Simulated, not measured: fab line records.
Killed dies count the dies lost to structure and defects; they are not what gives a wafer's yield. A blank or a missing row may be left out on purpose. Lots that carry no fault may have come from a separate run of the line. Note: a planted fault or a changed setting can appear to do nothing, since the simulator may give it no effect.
Which tool did it?	flow n5Finfet	at 1 step of a route of 1938, 12 lots with 36 wafers sampled

WHAT THE GAUGES READ, wafer by wafer
N5_BEOL_M10_INSPECT_30: inspects for defects (brightfield).
lot	measured	on	rawDefectCount
L076	day 10 22:56	defectInspect-02	412 486 331
L075	day 11 05:58	defectInspect-02	363 401 381
L081	day 11 18:24	defectInspect-02	488 445 332
L079	day 12 11:53	defectInspect-01	387 439 349
L084	day 13 08:20	defectInspect-01	439 616 664
L086	day 13 11:04	defectInspect-01	385 384 410
L085	day 13 12:55	defectInspect-02	351 423 321
L087	day 13 23:08	defectInspect-01	477 263 357
L091	day 14 15:27	defectInspect-01	421 376 326
L093	day 15 17:47	defectInspect-02	378 430 596
L096	day 16 14:31	defectInspect-01	334 399 371
L095	day 17 07:14	defectInspect-01	303 221 418

WHICH TOOL RAN EACH LOT (tool, then ch and the chambers of the sampled wafers, then the start)
Record: no process step prior to these readings.

THE ANSWER, worked out from the rows above alone
Rule: the usual values come from the lots themselves. Put in order of their means at a reading, lots are off if they are a third of the lots or fewer, leave a main group of 4 or more, and stand apart from it by a gap of 3 or more times the standard deviation of the main group's means; of several such gaps the widest counts. A main group is skipped when, at the precision printed for the reading in the tables above, its means are all equal. Also off: a lot with no number at a reading for which 4 or more lots have one. Any other lot the step has rows for is counted as sound.
No lot is off at any reading shown: from this, nothing can be told.

WHAT THE SIMULATOR PUT IN
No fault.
